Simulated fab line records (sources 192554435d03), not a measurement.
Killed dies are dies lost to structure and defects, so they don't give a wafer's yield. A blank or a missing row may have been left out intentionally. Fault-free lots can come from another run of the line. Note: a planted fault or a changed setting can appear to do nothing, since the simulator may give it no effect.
Split-lot experiment || flow n5Finfet || 21 wafers read from 7 lots, route of 1938 steps

ON THE SPLIT
At N5_MOL_CONTACT_COAG_COAT_104 (time 60 s, resist thk 12 nm), the setting spinRpm was moved away from the recipe's 1500 rpm on 5 of the 21 wafers read, by -10.3% to +7.9%. This setting was run at the recipe's value on the other wafers.

FROM THE SPLIT TO THE READING: what the file shows between them, 5 steps
- N5_MOL_CONTACT_COAG_COAT_58: time 60 s, resist thk 10 nm
- N5_MOL_CONTACT_COAG_COAT_02: resist thk 30 nm
- N5_MOL_CONTACT_COAG_DESCUM_13: chemistry O2, time 7 s
- N5_MOL_CONTACT_COAG_ETCH_59: etches underlayer in N2/H2, target depth 13 nm, time 10.4 s
- N5_MOL_CONTACT_COAG_ETCH_105: etches SiARC in CF4, target depth 15.6 nm, time 26 s

THE READING
SiARC_of_MOL_CONTACT_COAG_COAT_104.thkNm (the simulator's own value, which no gauge read), in nm, at N5_MOL_CONTACT_COAG_ETCH_106 (etches SOC in N2/H2, target depth 80 nm, overetch 16 nm, time 120 s). There is no usual value for it anywhere in the file. Across the 16 wafers here that went through the recipe, the average is 6.4 nm and the standard deviation 0.19 nm.

{"wafer": "L074.1", "tool, chamber at the split": "lithoTrack-02, 0", "spinRpm as run, rpm": 1500, "against the recipe": "recipe", "SiARC_of_MOL_CONTACT_COAG_COAT_104.thkNm, nm": 6.2, "against lot-mates on the recipe": "-"}
{"wafer": "L074.5", "tool, chamber at the split": "lithoTrack-02, 0", "spinRpm as run, rpm": 1500, "against the recipe": "recipe", "SiARC_of_MOL_CONTACT_COAG_COAT_104.thkNm, nm": 6.2, "against lot-mates on the recipe": "-"}
{"wafer": "L074.6", "tool, chamber at the split": "lithoTrack-02, 0", "spinRpm as run, rpm": 1500, "against the recipe": "recipe", "SiARC_of_MOL_CONTACT_COAG_COAT_104.thkNm, nm": 6.2, "against lot-mates on the recipe": "-"}
{"wafer": "L075.1", "tool, chamber at the split": "lithoTrack-04, 0", "spinRpm as run, rpm": 1500, "against the recipe": "recipe", "SiARC_of_MOL_CONTACT_COAG_COAT_104.thkNm, nm": 6.4, "against lot-mates on the recipe": "-"}
{"wafer": "L075.5", "tool, chamber at the split": "lithoTrack-04, 0", "spinRpm as run, rpm": 1500, "against the recipe": "recipe", "SiARC_of_MOL_CONTACT_COAG_COAT_104.thkNm, nm": 6.4, "against lot-mates on the recipe": "-"}
{"wafer": "L075.4", "tool, chamber at the split": "lithoTrack-04, 0", "spinRpm as run, rpm": 1500, "against the recipe": "recipe", "SiARC_of_MOL_CONTACT_COAG_COAT_104.thkNm, nm": 6.6, "against lot-mates on the recipe": "-"}
{"wafer": "L080.3", "tool, chamber at the split": "lithoTrack-01, 0", "spinRpm as run, rpm": 1500, "against the recipe": "recipe", "SiARC_of_MOL_CONTACT_COAG_COAT_104.thkNm, nm": 6.6, "against lot-mates on the recipe": "-"}
{"wafer": "L080.6", "tool, chamber at the split": "lithoTrack-01, 0", "spinRpm as run, rpm": 1500, "against the recipe": "recipe", "SiARC_of_MOL_CONTACT_COAG_COAT_104.thkNm, nm": 6.6, "against lot-mates on the recipe": "-"}
{"wafer": "L080.4", "tool, chamber at the split": "lithoTrack-01, 0", "spinRpm as run, rpm": 1619, "against the recipe": "+7.9%", "SiARC_of_MOL_CONTACT_COAG_COAT_104.thkNm, nm": 6, "against lot-mates on the recipe": -0.6}
{"wafer": "L085.2", "tool, chamber at the split": "lithoTrack-01, 0", "spinRpm as run, rpm": 1500, "against the recipe": "recipe", "SiARC_of_MOL_CONTACT_COAG_COAT_104.thkNm, nm": 6.6, "against lot-mates on the recipe": "-"}
{"wafer": "L085.3", "tool, chamber at the split": "lithoTrack-01, 0", "spinRpm as run, rpm": 1500, "against the recipe": "recipe", "SiARC_of_MOL_CONTACT_COAG_COAT_104.thkNm, nm": 6.6, "against lot-mates on the recipe": "-"}
{"wafer": "L085.6", "tool, chamber at the split": "lithoTrack-01, 0", "spinRpm as run, rpm": 1500, "against the recipe": "recipe", "SiARC_of_MOL_CONTACT_COAG_COAT_104.thkNm, nm": 6.6, "against lot-mates on the recipe": "-"}
{"wafer": "L086.1", "tool, chamber at the split": "lithoTrack-02, 0", "spinRpm as run, rpm": 1500, "against the recipe": "recipe", "SiARC_of_MOL_CONTACT_COAG_COAT_104.thkNm, nm": 6.6, "against lot-mates on the recipe": "-"}
{"wafer": "L086.2", "tool, chamber at the split": "lithoTrack-02, 0", "spinRpm as run, rpm": 1500, "against the recipe": "recipe", "SiARC_of_MOL_CONTACT_COAG_COAT_104.thkNm, nm": 6.2, "against lot-mates on the recipe": "-"}
{"wafer": "L086.4", "tool, chamber at the split": "lithoTrack-02, 0", "spinRpm as run, rpm": 1347, "against the recipe": "-10.2%", "SiARC_of_MOL_CONTACT_COAG_COAT_104.thkNm, nm": 7.2, "against lot-mates on the recipe": "+0.8"}
{"wafer": "L088.2", "tool, chamber at the split": "lithoTrack-04, 0", "spinRpm as run, rpm": 1345, "against the recipe": "-10.3%", "SiARC_of_MOL_CONTACT_COAG_COAT_104.thkNm, nm": 7.2, "against lot-mates on the recipe": "+1.0"}
{"wafer": "L088.4", "tool, chamber at the split": "lithoTrack-04, 0", "spinRpm as run, rpm": 1345, "against the recipe": "-10.3%", "SiARC_of_MOL_CONTACT_COAG_COAT_104.thkNm, nm": 7, "against lot-mates on the recipe": "+0.8"}
{"wafer": "L088.5", "tool, chamber at the split": "lithoTrack-04, 0", "spinRpm as run, rpm": 1500, "against the recipe": "recipe", "SiARC_of_MOL_CONTACT_COAG_COAT_104.thkNm, nm": 6.2, "against lot-mates on the recipe": "-"}
{"wafer": "L092.3", "tool, chamber at the split": "lithoTrack-04, 0", "spinRpm as run, rpm": 1554, "against the recipe": "+3.6%", "SiARC_of_MOL_CONTACT_COAG_COAT_104.thkNm, nm": 6.4, "against lot-mates on the recipe": "+0.2"}
{"wafer": "L092.4", "tool, chamber at the split": "lithoTrack-04, 0", "spinRpm as run, rpm": 1500, "against the recipe": "recipe", "SiARC_of_MOL_CONTACT_COAG_COAT_104.thkNm, nm": 6.2, "against lot-mates on the recipe": "-"}
{"wafer": "L092.6", "tool, chamber at the split": "lithoTrack-04, 0", "spinRpm as run, rpm": 1500, "against the recipe": "recipe", "SiARC_of_MOL_CONTACT_COAG_COAT_104.thkNm, nm": 6.2, "against lot-mates on the recipe": "-"}

THE FIT
A straight line over all 21 wafers: SiARC_of_MOL_CONTACT_COAG_COAT_104.thkNm changes by -0.0643 nm for each +1% of spinRpm; r = -0.84; the points scatter about the line by 0.19 nm.
The same after taking each lot's own level away (the mean of its wafers on the recipe; 21 wafers): -0.0766 nm for each +1%; r = -0.93; scatter 0.14 nm.
That fit puts the effect of the largest move of spinRpm on the reading at 0.79 nm.
Across the lots, their own levels run from 6.20 to 6.60 nm, a range of 2.1 times the standard deviation given above.
Hence the slope depends on the lot-to-lot level, as the two fits are not the same.
Check: for one of the wafers moved furthest among these (-10.3%), held out of the fit, the line's prediction against its lot-mates is +0.757 nm. Against them it came out at +1 nm.

THE WHOLE CHAIN: every reading that the file lists as answering this split, in the file's order
{"step": "N5_MOL_CONTACT_COAG_COAT_104", "what it does": "time 60 s, resist thk 12 nm", "reading": "SiARC_of_MOL_CONTACT_COAG_COAT_104.thkNm (the simulator's own value, which no gauge read)", "change (the file's fit)": "-0.0565 nm for each +1% of the setting", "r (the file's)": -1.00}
{"step": "N5_MOL_CONTACT_COAG_ETCH_105", "what it does": "etches SiARC in CF4, target depth 15.6 nm, time 26 s", "reading": "etch.depthNm (the simulator's own value, which no gauge read)", "change (the file's fit)": "-0.0627 nm for each +1% of the setting", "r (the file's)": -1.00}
{"step": "N5_MOL_CONTACT_COAG_ETCH_105", "what it does": "etches SiARC in CF4, target depth 15.6 nm, time 26 s", "reading": "CAR-EUV_of_MOL_CONTACT_COAG_COAT_02.thkNm (the simulator's own value, which no gauge read)", "change (the file's fit)": "+0.0466 nm for each +1% of the setting", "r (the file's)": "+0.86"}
{"step": "N5_MOL_CONTACT_COAG_ETCH_106", "what it does": "etches SOC in N2/H2, target depth 80 nm, overetch 16 nm, time 120 s", "reading": "SiARC_of_MOL_CONTACT_COAG_COAT_104.thkNm (the simulator's own value, which no gauge read)", "change (the file's fit)": "-0.075 nm for each +1% of the setting", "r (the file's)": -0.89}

THE FILE'S OWN FIT
SiARC_of_MOL_CONTACT_COAG_COAT_104.thkNm changes by -0.075 nm for each +1% of spinRpm, r = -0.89.
